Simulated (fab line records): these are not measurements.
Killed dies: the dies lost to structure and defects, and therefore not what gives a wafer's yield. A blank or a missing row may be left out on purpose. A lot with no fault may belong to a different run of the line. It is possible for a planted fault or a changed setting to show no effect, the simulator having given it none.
Split-lot experiment | flow n5Finfet | route with 1938 steps; 7 lots, 21 wafers read

ABOUT THE SPLIT
At N5_BEOL_M2_TRENCH_ETCH_37 (etches SiOC in C4F6/O2, target depth 55.555 nm, time 29.2 s), the setting timeS was moved away from the recipe's 29.2 s on 6 of the 21 wafers read, by -21.5% to +18.5%. This setting was run at the recipe's value on the other wafers.

FROM THE SPLIT TO THE READING: what the file shows between them, 2 steps
- N5_BEOL_M2_ETCH_41: etches SiCN in CH3F/O2, target depth 29.9 nm, time 52.5 s
- N5_BEOL_M2_STRIP_97: strips in N2/H2, time 10 s

THE READING
trenchDepthNm, in nm, at N5_BEOL_M2_OCD_MEAS_38. Typical for fault-free wafers on this fab line: 55.3 nm, with standard deviation 1.4 nm.

wafer  | tool, chamber at the split | timeS as run, s | against the recipe | trenchDepthNm, nm | against lot-mates on the recipe
L077.1 | rieDiel-06, 0              | 29.2            | recipe             | 57.1              | -
L077.5 | rieDiel-06, 3              | 31.48           | +7.8%              | 59.3              | +2.3
L077.6 | rieDiel-06, 0              | 29.2            | recipe             | 56.8              | -
L074.1 | rieDiel-06, 3              | 33.16           | +13.6%             | 60.6              | +6.1
L074.3 | rieDiel-06, 2              | 29.2            | recipe             | 54.3              | -
L074.4 | rieDiel-06, 0              | 29.2            | recipe             | 54.8              | -
L079.3 | rieDiel-05, 0              | 29.2            | recipe             | 56.2              | -
L079.4 | rieDiel-05, 2              | 29.2            | recipe             | 55.4              | -
L079.5 | rieDiel-05, 2              | 24.46           | -16.2%             | 47.3              | -8.5
L083.1 | rieDiel-03, 1              | 29.2            | recipe             | 56.4              | -
L083.2 | rieDiel-03, 2              | 29.2            | recipe             | 56.3              | -
L083.4 | rieDiel-03, 0              | 29.2            | recipe             | 54.6              | -
L091.2 | rieDiel-05, 0              | 34.59           | +18.5%             | 66.0              | +9.2
L091.5 | rieDiel-05, 1              | 34.59           | +18.5%             | 64.7              | +7.9
L091.6 | rieDiel-05, 2              | 29.2            | recipe             | 56.8              | -
L092.2 | rieDiel-03, 2              | 29.2            | recipe             | 55.6              | -
L092.3 | rieDiel-03, 3              | 29.2            | recipe             | 54.4              | -
L092.4 | rieDiel-03, 0              | 29.2            | recipe             | 56.0              | -
L094.1 | rieDiel-05, 3              | 29.2            | recipe             | 53.1              | -
L094.3 | rieDiel-05, 0              | 29.2            | recipe             | 56.4              | -
L094.6 | rieDiel-05, 1              | 22.92           | -21.5%             | 42.7              | -12.0

THE FIT
A straight line over all 21 wafers: trenchDepthNm changes by +0.528 nm for each +1% of timeS; r = +0.97; the points scatter about the line by 1.2 nm.
The same after taking each lot's own level away (the mean of its wafers on the recipe; 21 wafers): +0.495 nm for each +1%; r = +0.98; scatter 0.87 nm.
That fit puts the effect of the largest move of timeS on the reading at 11 nm.
From 54.55 to 56.95 nm: that is the span of the lots' own levels, equal to 1.7 times the standard deviation above.
Consequently the slope shifts little with the lot-to-lot level, the two slopes agreeing.
Check: for one of the wafers moved furthest among these (-21.5%), held out of the fit, the line's prediction against its lot-mates is -10.3 nm. Against them it came out at -12 nm.

THE WHOLE CHAIN: every reading that the file lists as answering this split, in the file's order
step                      | what it does                                                | reading                                                                 | change (the file's fit)               | r (the file's)
N5_BEOL_M2_TRENCH_ETCH_37 | etches SiOC in C4F6/O2, target depth 55.555 nm, time 29.2 s | BEOL_M2.featureDepthNm (the simulator's own value, which no gauge read) | +0.502 nm for each +1% of the setting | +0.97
N5_BEOL_M2_TRENCH_ETCH_37 | etches SiOC in C4F6/O2, target depth 55.555 nm, time 29.2 s | etch.depthNm (the simulator's own value, which no gauge read)           | +0.503 nm for each +1% of the setting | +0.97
N5_BEOL_M2_OCD_MEAS_38    |                                                             | trenchDepthNm                                                           | +0.499 nm for each +1% of the setting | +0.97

THE FILE'S OWN FIT
trenchDepthNm changes by +0.499 nm for each +1% of timeS, r = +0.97.
